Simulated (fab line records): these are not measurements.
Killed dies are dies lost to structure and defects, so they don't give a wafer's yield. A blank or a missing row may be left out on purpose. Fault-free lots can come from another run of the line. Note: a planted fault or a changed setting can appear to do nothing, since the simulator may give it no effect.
fab line records | flow nand_harc
record lots=5 | wafers=15 | last_day=33
route steps=1302 shown P_ZERO_WELL@44 END@1302
lots that met no fault: from a run of the same line without faults
start_h: the number of hours between the record's first day and the start of the first shown wafer of the lot | wait_h: how many hours have passed since the lot's step before this one | " same as the row above | L1.1+2: one row covering several wafers at once | - no value present, or no start provided | * or withheld: withheld | < > ~ a bound
route shown NAME@n: names a module that has steps shown in the file, with the first one's number in the route | usual: average and standard deviation across the fault-free wafers | same: alike in all rows | chamber/n: place in a boat | sites: per-site readings | _std_site: the standard deviation of these | _edge_site: the outer-site mean with the inner-site mean subtracted | radius_mm: how far each site lies from the wafer's centre | mask NAME#n: copy n | behind: tool/chamber where the wafer was last shaped | hold: the reason the lot was held/the length of the hold in hours/how it ended | device: names the non-switching transistor (n, p or np) | end of line: the tests these same wafers got at the end of their route | a step without rows: its recipe alone | killed: dies that structure and defects cost at the first sort, which is not the same as the wafer's yield | map: a wafer's dies, x killed, . not, _ none there
set.NAME: setting as actually run; set.NAME@STEP: the setting as run at that earlier step | model.NAME: the simulator's own value behind a step, which no gauge read
a table for each step, a row for each wafer; lots at some steps of the route
services: the hour from which a tool's chamber was out of use, counted from the record's first day as start_h (under 0 if before that day), plus the number of hours and why
## steps
# step NHARC_P_ZERO_WELL_CD_MEAS_37
# recipe target_cd_nm=720 | landing_energy_ev=500
# usual cd_nm=720.0/1.8
lot.wafer | tool      | chamber | start_h | wait_h | cd_nm
L309.2    | cd_sem-03 | 0       | 44.18   | -      | 721.5
L309.3    | "         | 0       | "       | "      | 720.0
L309.6    | "         | 0       | "       | "      | 717.7
L322.1    | cd_sem-02 | 0       | 174.14  | -      | 720.3
L322.2    | "         | 0       | "       | "      | 720.0
L322.5    | "         | 0       | "       | "      | 719.3
L325.2    | cd_sem-03 | 0       | 203.98  | -      | 720.3
L325.3    | "         | 0       | "       | "      | 720.7
L325.6    | "         | 0       | "       | "      | 719.0
L326.1    | cd_sem-01 | 0       | 214.19  | -      | 722.3
L326.2    | "         | 0       | "       | "      | 720.7
L326.3    | "         | 0       | "       | "      | 719.6
L329.1    | cd_sem-03 | 0       | 244.22  | -      | 719.4
L329.2    | "         | 0       | "       | "      | 716.9
L329.3    | "         | 0       | "       | "      | 716.4
# step NHARC_P_ZERO_WELL_HARDBAKE_38
# recipe temp_c=125 | time_s=80
# step NHARC_P_ZERO_WELL_DESCUM_39
# recipe time_s=3 | o2_flow_sccm=200 | ar_flow_sccm=0 | bias_power_w=0 | chemistry=O2
# usual drypump_motor_current_A=5.6/0.37 | oes_product_au=0.996/0.0098 | rf_vpp_V=57.9/0.85 | showerhead_plenum_p_Torr=1.91/0.082 | throttle_valve_pct=11.311/0.0092
# same time_s=3
lot.wafer | tool        | chamber | start_h | wait_h | drypump_motor_current_A | oes_product_au | rf_hours_counter_h | rf_vpp_V | showerhead_plenum_p_Torr | throttle_valve_pct
L309.2    | rie_diel-11 | 2       | 44.36   | -      | 6.1                     | 0.989          | 45                 | 56.3     | 1.91                     | 11.324
L309.3    | "           | 3       | "       | "      | 5.1                     | 0.999          | 44                 | 56.4     | 1.86                     | 11.307
L309.6    | "           | 0       | "       | "      | 6.1                     | 0.998          | -                  | 57.6     | 1.80                     | 11.300
L322.1    | rie_diel-11 | 1       | 174.30  | -      | 5.5                     | 1.006          | 31                 | 58.4     | 2.05                     | 11.302
L322.2    | "           | 3       | "       | "      | 5.2                     | 0.997          | 22                 | 58.2     | 1.85                     | 11.296
L322.5    | "           | 1       | "       | "      | 5.5                     | 0.998          | -                  | 58.4     | 2.05                     | 11.308
L325.2    | rie_diel-11 | 3       | 204.14  | -      | 5.1                     | 0.990          | 37                 | 57.4     | 1.85                     | 11.296
L325.3    | "           | 0       | "       | "      | 6.1                     | 0.997          | 43                 | 57.6     | 1.78                     | 11.323
L325.6    | "           | 0       | "       | "      | 6.1                     | 1.007          | -                  | 57.3     | 1.78                     | 11.320
L326.2    | rie_diel-11 | 1       | 214.36  | -      | 5.6                     | 0.996          | 39                 | 59.0     | 2.04                     | 11.296
L326.3    | "           | 2       | "       | "      | 6.1                     | 0.971          | 42                 | 58.1     | 1.90                     | 11.304
L326.1    | "           | 3       | "       | "      | 5.2                     | 0.983          | 40                 | 56.9     | 1.85                     | 11.318
L329.3    | rie_diel-11 | 0       | 244.40  | -      | 6.1                     | 1.004          | 56                 | 58.7     | 1.78                     | 11.295
L329.1    | "           | 1       | "       | "      | 5.5                     | 0.996          | 47                 | 57.7     | 2.04                     | 11.309
L329.2    | "           | 2       | "       | "      | 6.1                     | 0.993          | 49                 | 57.3     | 1.90                     | 11.314
# step NHARC_P_ZERO_WELL_IMPLANT_40
# recipe energy_kev=300 | dose_cm2=1e+13 | tilt_deg=7
# step NHARC_P_ZERO_WELL_IMPLANT_59
# recipe energy_kev=120 | dose_cm2=5e+12 | tilt_deg=7
# step NHARC_P_ZERO_WELL_IMPLANT_60
# recipe energy_kev=30 | dose_cm2=2e+12 | tilt_deg=7
# step NHARC_P_ZERO_WELL_STRIP_41
# recipe time_s=840 | temp_c=130 | chemistry=SPM
# step NHARC_P_ZERO_WELL_DEHYDRATE_44
# recipe temp_c=150 | time_s=120
# step NHARC_P_ZERO_WELL_HMDS_45
# recipe time_s=30
# step NHARC_P_ZERO_WELL_COAT_46
# recipe spin_rpm=withheld
# step NHARC_P_ZERO_WELL_SOFTBAKE_47
# recipe temp_c=122 | time_s=95
# step NHARC_P_ZERO_WELL_EBR_48
# step NHARC_P_ZERO_WELL_EXPOSE_49
# recipe na=0.6 | target_cd_nm=2000 | dose_mj=22.64 | mask_id=P_HVPW
# usual reticle_temp_C=22.98/0.13 | stage_vel_mm_s=500.04/0.21
lot.wafer | tool           | chamber | start_h | wait_h | mask      | reticle_temp_C | stage_vel_mm_s
L309.2    | krf_scanner-02 | 0       | 45.67   | -      | P_NWELL#0 | 23.07          | 500.11
L309.3    | "              | 0       | "       | "      | P_NWELL#0 | 22.99          | 500.32
L309.6    | "              | 0       | "       | "      | P_NWELL#0 | 23.05          | 499.88
L322.1    | krf_scanner-01 | 0       | 175.51  | -      | P_HVPW#0  | 22.94          | 499.91
L322.2    | "              | 0       | "       | "      | P_HVPW#0  | 22.97          | 499.92
L322.5    | "              | 0       | "       | "      | P_HVPW#0  | 22.99          | 499.96
L325.2    | krf_scanner-04 | 0       | 205.47  | -      | P_HVPW#0  | 23.14          | 500.03
L325.3    | "              | 0       | "       | "      | P_HVPW#0  | 22.92          | 500.01
L325.6    | "              | 0       | "       | "      | P_HVPW#0  | 22.99          | 500.16
L326.1    | krf_scanner-02 | 0       | 215.66  | -      | P_HVPW#0  | 23.01          | 499.91
L326.2    | "              | 0       | "       | "      | P_HVPW#0  | 23.15          | 499.78
L326.3    | "              | 0       | "       | "      | P_HVPW#0  | 23.26          | 500.02
L329.1    | krf_scanner-02 | 0       | 245.71  | -      | P_HVPW#0  | 23.06          | 500.09
L329.2    | "              | 0       | "       | "      | P_HVPW#0  | 23.07          | 500.25
L329.3    | "              | 0       | "       | "      | P_HVPW#0  | 23.13          | 500.50
# step NHARC_P_ZERO_WELL_PEB_50
# recipe peb_temp_c=118 | peb_time_s=85
# step NHARC_P_ZERO_WELL_DEVELOP_51
# recipe time_s=70
# step NHARC_P_ZERO_WELL_CD_MEAS_52
# recipe target_cd_nm=2000 | landing_energy_ev=500
# usual cd_nm=2000.1/1.8
lot.wafer | tool      | chamber | start_h | wait_h | cd_nm
L309.2    | cd_sem-02 | 0       | 45.82   | -      | -
L309.3    | "         | 0       | "       | "      | -
L309.6    | "         | 0       | "       | "      | -
L322.1    | cd_sem-01 | 0       | 175.67  | -      | 2001.4
L322.2    | "         | 0       | "       | "      | 2002.4
L322.5    | "         | 0       | "       | "      | 1996.5
L325.2    | cd_sem-02 | 0       | 205.62  | -      | 2000.9
L325.3    | "         | 0       | "       | "      | 1999.7
L325.6    | "         | 0       | "       | "      | 1996.5
L326.1    | cd_sem-01 | 0       | 215.82  | -      | 1999.6
L326.2    | "         | 0       | "       | "      | 2002.6
L326.3    | "         | 0       | "       | "      | 2000.9
L329.1    | cd_sem-03 | 0       | 245.87  | -      | 2002.0
L329.2    | "         | 0       | "       | "      | 2001.4
L329.3    | "         | 0       | "       | "      | 1999.2
# step NHARC_P_ZERO_WELL_HARDBAKE_53
# recipe temp_c=125 | time_s=80
# step NHARC_END_SORT_01
# recipe temp_c=25
# usual killed_at_array=56/18 | killed_at_other=1.4/1.5 | killed_at_periphery=4/3.1 | killed_dies=61/19 | killed_open=3.5/1.8 | killed_short=2.4/1.4
# same gross_dies=677
lot.wafer | tool      | chamber | start_h | wait_h | hold                   | killed_at_array | killed_at_other | killed_at_periphery | killed_dies | killed_open | killed_short
L309.2    | prober-01 | 0       | 593.74  | 2.8    | await_dispo/1.6h/scrap | 54              | 2               | 621                 | 677         | 4           | 2
L309.3    | prober-01 | 0       | 594.53  | 3.1    | await_dispo/1.6h/scrap | 52              | 2               | 623                 | 677         | 5           | 2
L309.6    | prober-01 | 0       | 596.91  | 4.0    | await_dispo/1.6h/scrap | 57              | 3               | 617                 | 677         | 3           | 2
L322.1    | prober-01 | 0       | 738.57  | 2.5    | -                      | 44              | 1               | 8                   | 53          | 0           | 4
L322.2    | prober-01 | 0       | 739.37  | 2.8    | -                      | 46              | 4               | 2                   | 52          | 1           | 2
L322.5    | prober-01 | 0       | 741.78  | 3.7    | -                      | 51              | 1               | 2                   | 54          | 4           | 1
L325.2    | prober-02 | 0       | 739.41  | 2.8    | -                      | 59              | 1               | 0                   | 60          | 3           | 0
L325.3    | prober-02 | 0       | 740.20  | 3.1    | -                      | 73              | 2               | 1                   | 76          | 5           | 2
L325.6    | prober-02 | 0       | 742.57  | 4.0    | -                      | 86              | 0               | 2                   | 88          | 5           | 1
L326.1    | prober-01 | 0       | 761.71  | 2.5    | -                      | 31              | 0               | 0                   | 31          | 4           | 3
L326.2    | prober-01 | 0       | 762.52  | 2.8    | -                      | 34              | 0               | 0                   | 34          | 0           | 5
L326.3    | prober-01 | 0       | 763.33  | 3.1    | -                      | 30              | 0               | 2                   | 32          | 4           | 3
L329.1    | prober-01 | 0       | 788.14  | 2.5    | -                      | 74              | 2               | 6                   | 82          | 3           | 4
L329.2    | prober-01 | 0       | 788.94  | 2.8    | -                      | 70              | 4               | 2                   | 76          | 2           | 4
L329.3    | prober-01 | 0       | 789.74  | 3.1    | -                      | 55              | 4               | 2                   | 61          | 2           | 2
# killed by level:class
L309.2 P_ZERO_WELL:area_expose=619 A_CHANNEL_HOLE_D2:chamber_film_flake=35 A_SGD_CUT:chamber_film_flake=4 A_CHANNEL_HOLE_D1:chamber_film_flake=3 A_DECK1_JOINT:chamber_film_flake=3 A_WL_FILL:geometric_particle:short=2 A_M0:geometric_particle:open=2 THIN_TSV:chamber_film_flake=2
L309.3 P_ZERO_WELL:area_expose=618 A_CHANNEL_HOLE_D2:chamber_film_flake=35 A_CONTACT:chamber_film_flake=3 P_M2:chamber_film_flake=3 A_STAIRCASE:chamber_film_flake=3 THIN_TSV:chamber_film_flake=2 P_CONTACT:geometric_particle:open=1 P_M0:geometric_particle:open=1
L309.6 P_ZERO_WELL:area_expose=613 A_CHANNEL_HOLE_D2:chamber_film_flake=39 A_CONTACT:chamber_film_flake=4 P_M2:chamber_film_flake=3 THIN_TSV:chamber_film_flake=3 A_CHANNEL_HOLE_D1:chamber_film_flake=2 A_CHANNEL_FILL_D2:chamber_film_flake=2 A_BONDPAD:chamber_film_flake=2
L322.1 A_CHANNEL_HOLE_D1:chamber_film_flake=30 A_STAIRCASE:chamber_film_flake=5 P_ZERO_WELL:chamber_film_flake=4 P_GATE:chamber_film_flake=3 A_SLIT:chamber_film_flake=2 A_CONTACT:chamber_film_flake=2 P_CONTACT:geometric_particle:short=1 A_ONON_D2:geometric_particle:short=1
L322.2 A_CHANNEL_HOLE_D1:chamber_film_flake=33 A_SLIT:chamber_film_flake=6 THIN_TSV:chamber_film_flake=4 P_GATE:chamber_film_flake=2 A_CHANNEL_FILL_D1:geometric_particle:open=1 A_ONON_D2:geometric_particle:short=1 A_CHANNEL_FILL_D2:geometric_particle:short=1 A_ZERO_WELL:chamber_film_flake=1
L325.2 A_CHANNEL_HOLE_D1:chamber_film_flake=30 A_SLIT:chamber_film_flake=18 A_CONTACT:chamber_film_flake=5 A_WL_FILL:geometric_particle:open=2 A_CHANNEL_FILL_D1:chamber_film_flake=2 A_CHANNEL_FILL_D2:geometric_particle:open=1 A_DECK1_JOINT:chamber_film_flake=1 THIN_TSV:chamber_film_flake=1
L325.3 A_CHANNEL_HOLE_D1:chamber_film_flake=37 A_SLIT:chamber_film_flake=26 A_CHANNEL_FILL_D2:chamber_film_flake=2 P_CONTACT:geometric_particle:open=1 A_CHANNEL_HOLE_D2:geometric_particle:open=1 A_CHANNEL_FILL_D2:geometric_particle:open=1 A_CHANNEL_FILL_D2:geometric_particle:short=1 A_CONTACT:geometric_particle:open=1
L322.5 A_CHANNEL_HOLE_D1:chamber_film_flake=34 A_SLIT:chamber_film_flake=3 A_CHANNEL_FILL_D2:geometric_particle:open=2 P_ZERO_WELL:chamber_film_flake=2 A_WL_FILL:chamber_film_flake=2 A_STAIRCASE:chamber_film_flake=2 A_CONTACT:chamber_film_flake=2 A_ONON_D1:geometric_particle:short=1
L325.6 A_SLIT:chamber_film_flake=39 A_CHANNEL_HOLE_D1:chamber_film_flake=31 A_CONTACT:chamber_film_flake=8 P_M1:geometric_particle:open=1 A_ONON_D1:geometric_particle:open=1 A_ONON_D2:geometric_particle:open=1 A_SGD_CUT:geometric_particle:short=1 A_BLC:geometric_particle:open=1
L326.1 A_CHANNEL_HOLE_D1:chamber_film_flake=11 A_SLIT:chamber_film_flake=6 A_STAIRCASE:chamber_film_flake=3 A_ONON_D1:geometric_particle:open=1 A_CHANNEL_HOLE_D1:geometric_particle:open=1 A_ONON_D2:geometric_particle:short=1 A_CHANNEL_HOLE_D2:geometric_particle:short=1 A_WL_FILL:geometric_particle:short=1
L326.2 A_CHANNEL_HOLE_D1:chamber_film_flake=17 A_SLIT:chamber_film_flake=5 A_ONON_D1:geometric_particle:short=2 A_CHANNEL_FILL_D1:chamber_film_flake=2 A_BONDPAD:chamber_film_flake=2 A_DECK1_JOINT:geometric_particle:short=1 A_ONON_D2:geometric_particle:short=1 A_SGD_CUT:geometric_particle:short=1
L326.3 A_CHANNEL_HOLE_D1:chamber_film_flake=12 A_CONTACT:chamber_film_flake=3 A_BONDPAD:chamber_film_flake=3 A_CHANNEL_HOLE_D2:chamber_film_flake=2 A_SLIT:chamber_film_flake=2 P_M1:geometric_particle:open=1 A_CHANNEL_HOLE_D2:geometric_particle:open=1 A_CHANNEL_FILL_D2:geometric_particle:short=1
L329.1 A_SLIT:chamber_film_flake=25 A_CHANNEL_HOLE_D2:chamber_film_flake=20 A_CHANNEL_HOLE_D1:chamber_film_flake=14 A_CONTACT:chamber_film_flake=9 P_M0:geometric_particle:open=3 P_GATE:chamber_film_flake=2 A_DECK1_JOINT:chamber_film_flake=2 THIN_TSV:chamber_film_flake=2
L329.2 A_CHANNEL_HOLE_D2:chamber_film_flake=21 A_SLIT:chamber_film_flake=19 A_CHANNEL_HOLE_D1:chamber_film_flake=15 A_CONTACT:chamber_film_flake=4 THIN_TSV:chamber_film_flake=4 A_DECK1_JOINT:chamber_film_flake=3 A_M1:chamber_film_flake=2 P_CONTACT:geometric_particle:short=1
L329.3 A_CHANNEL_HOLE_D2:chamber_film_flake=22 A_SLIT:chamber_film_flake=14 A_CHANNEL_HOLE_D1:chamber_film_flake=9 THIN_TSV:chamber_film_flake=3 A_CHANNEL_FILL_D2:chamber_film_flake=2 A_STAIRCASE:chamber_film_flake=2 A_CONTACT:chamber_film_flake=2 P_CONTACT:geometric_particle:short=1
# map L309.2 (x killed, . not)
____________x____________
_________xxxxxxx_________
_______xxxxxxxxxxx_______
______xxxxxxxxxxxxx______
_____xxxxxxxxxxxxxxx_____
____xxxxxxxxxxxxxxxxx____
____xxxxxxxxxxxxxxxxx____
___xxxxxxxxxxxxxxxxxxx___
___xxxxxxxxxxxxxxxxxxx___
__xxxxxxxxxxxxxxxxxxxxx__
__xxxxxxxxxxxxxxxxxxxxx__
_xxxxxxxxxxxxxxxxxxxxxxx_
_xxxxxxxxxxxxxxxxxxxxxxx_
_xxxxxxxxxxxxxxxxxxxxxxx_
_xxxxxxxxxxxxxxxxxxxxxxx_
_xxxxxxxxxxxxxxxxxxxxxxx_
xxxxxxxxxxxxxxxxxxxxxxxxx
xxxxxxxxxxxxxxxxxxxxxxxxx
xxxxxxxxxxxxxxxxxxxxxxxxx
xxxxxxxxxxxxxxxxxxxxxxxxx
xxxxxxxxxxxxxxxxxxxxxxxxx
_xxxxxxxxxxxxxxxxxxxxxxx_
_xxxxxxxxxxxxxxxxxxxxxxx_
_xxxxxxxxxxxxxxxxxxxxxxx_
_xxxxxxxxxxxxxxxxxxxxxxx_
_xxxxxxxxxxxxxxxxxxxxxxx_
__xxxxxxxxxxxxxxxxxxxxx__
__xxxxxxxxxxxxxxxxxxxxx__
___xxxxxxxxxxxxxxxxxxx___
___xxxxxxxxxxxxxxxxxxx___
____xxxxxxxxxxxxxxxxx____
____xxxxxxxxxxxxxxxxx____
_____xxxxxxxxxxxxxxx_____
______xxxxxxxxxxxxx______
_______xxxxxxxxxxx_______
_________xxxxxxx_________
____________x____________
# map L329.1 (x killed, . not)
____________.____________
_________......._________
_______..........._______
______...........x.______
_____..............._____
____....x.x....xxx...____
____.......x..xxxxxx.____
___...........xxxxxxx.___
___...........xxxxxx..___
__...x........xxxxxx...__
__............x.xxx.x.x__
_........x......xxxx...._
_...............xx.x.x.._
_..x.............xx..x.._
_......................._
_....................x.._
.........................
............x...x........
.........................
...................x....x
.........................
_.................x....._
_..................x...._
_......................._
_......................._
_.x...xx............x..._
__.....................__
__......xx.............__
___...................___
___......x.....x......___
____.......x...x....x____
____........xxx......____
_____....xxx.x..x..._____
______...x....x....______
_______.x........._______
_________..x...._________
____________.____________
## services
tool           | chamber | start_h | hours | kind
rie_diel-11    | 0       | 34.36   | -     | clean
rie_diel-11    | 1       | 34.36   | -     | clean
rie_diel-11    | 2       | 34.36   | -     | clean
rie_diel-11    | 3       | 34.36   | -     | clean
rie_diel-11    | 0       | 58.88   | -     | clean
rie_diel-11    | 1       | 58.88   | -     | clean
rie_diel-11    | 2       | 58.88   | -     | clean
rie_diel-11    | 3       | 58.88   | -     | clean
krf_scanner-02 | -       | 63.47   | 0.2   | repair
krf_scanner-02 | -       | 64.73   | 0.5   | repair
krf_scanner-01 | -       | 71.31   | 9.1   | repair
rie_diel-11    | -       | 80.04   | 9.0   | pm
krf_scanner-02 | -       | 94.00   | 4.0   | pm
krf_scanner-01 | -       | 111.27  | 0.3   | repair
krf_scanner-01 | -       | 140.00  | 4.0   | pm
rie_diel-11    | -       | 143.45  | 1.7   | repair
rie_diel-11    | -       | 164.37  | 0.3   | repair
krf_scanner-01 | -       | 169.85  | 5.5   | repair
krf_scanner-04 | -       | 182.00  | 4.0   | pm
rie_diel-11    | 1       | 184.70  | 14.5  | repair
krf_scanner-02 | -       | 187.31  | 1.5   | repair
rie_diel-11    | 2       | 222.94  | 2.6   | repair
rie_diel-11    | 3       | 235.38  | 1.8   | repair
krf_scanner-04 | -       | 242.70  | 1.2   | repair
## key
first_sign step=NHARC_P_ZERO_WELL_EXPOSE_49 | reading=mask | direction=changed
effect step=NHARC_P_ZERO_WELL_CD_MEAS_52 | reading=cd_nm | direction=missing
effect step=NHARC_END_SORT_01 | reading=killed_at_periphery | direction=up | sigmas=99+ | usual=4 | struck=620
more_kills_born_at NHARC_P_ZERO_WELL_EXPOSE_49@krf_scanner-02=1850
met_at NHARC_P_ZERO_WELL_EXPOSE_49
struck_wafers L309.2,L309.3,L309.6
later_rows_left_out L309.2,L309.3,L309.6
tester_left_out L309
fault kind=wrong_mask | tool=any | chamber=- | onset_h=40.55 | steps=NHARC_P_ZERO_WELL_EXPOSE_49 | aux_copy=P_NWELL#0 | scope=struck_lots_only
# tester_left_out: of these lots the tester's yield and bins aren't shown, on N5 and GAA mostly nor the transistor test; their killed dies are dies lost to structure and defects alone, not to doping, threshold or leakage, so they don't give the yield
# later_rows_left_out: the simulator's readings of these wafers behind a module that went badly wrong aren't trusted and aren't shown, but for the sort
